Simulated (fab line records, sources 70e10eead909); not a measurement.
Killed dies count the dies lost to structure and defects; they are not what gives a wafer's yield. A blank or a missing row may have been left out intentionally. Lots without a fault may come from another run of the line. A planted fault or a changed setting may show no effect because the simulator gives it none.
Matching of chambers -- flow nandHarc -- NHARC_A_CONTACT_DEP_85 on pecvd-03: 3 sister chambers
The step deposits SiON, target thk 60 nm. 18 wafers are shown with their chamber, then 9 later ones without.

## WAFERS PAIRED WITH THEIR CHAMBERS
wafer,chamber,heaterPowerW (W)
L076.1,1,813
L076.2,2,583
L076.6,0,706
L083.1,0,793
L083.2,1,856
L083.6,0,778
L084.1,0,698
L084.2,2,679
L084.6,2,690
L086.1,1,751
L086.3,2,617
L086.5,2,635
L092.2,0,766
L092.3,1,843
L092.4,1,873
L091.1,0,769
L091.3,2,698
L091.5,1,750

SIGNATURES, as means of the wafers listed above
reading,chamber 0,chamber 1,chamber 2,scatter within a chamber
heaterPowerW,751.67,814.33,650.33,46.6
Rule: for a wafer and a chamber, the distance is found by dividing, reading by reading, the gap between the wafer's reading and the chamber's mean by the reading's scatter, squaring, summing and taking the root. The wafer belongs to the nearest chamber; if the next one is less than 2 further off, it can't be placed. The scatter: the root of (the sum of the squares of (reading less its chamber's mean) over the shown wafers, divided by (wafers less chambers)).

## WAFERS MISSING THEIR CHAMBER
wafer,heaterPowerW (W)
L091.2,756
L091.4,696
L091.6,753
L095.1,694
L095.5,843
L095.6,693
L096.1,769
L096.3,822
L096.5,798

## WHICH CHAMBER EACH ONE RAN IN
wafer,from the rows above,in truth
L091.2,can't be placed: 0 or 1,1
L091.4,can't be placed: 2 or 0 or 1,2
L091.6,can't be placed: 0 or 1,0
L095.1,can't be placed: 2 or 0 or 1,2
L095.5,can't be placed: 1 or 0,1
L095.6,can't be placed: 2 or 0 or 1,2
L096.1,can't be placed: 0 or 1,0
L096.3,can't be placed: 1 or 0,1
L096.5,can't be placed: 1 or 0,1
Correct placement for 0 of the 9. Cannot be placed on the basis of these rows: 9; the candidates contain the true chamber in 9. Number placed wrongly: 0.
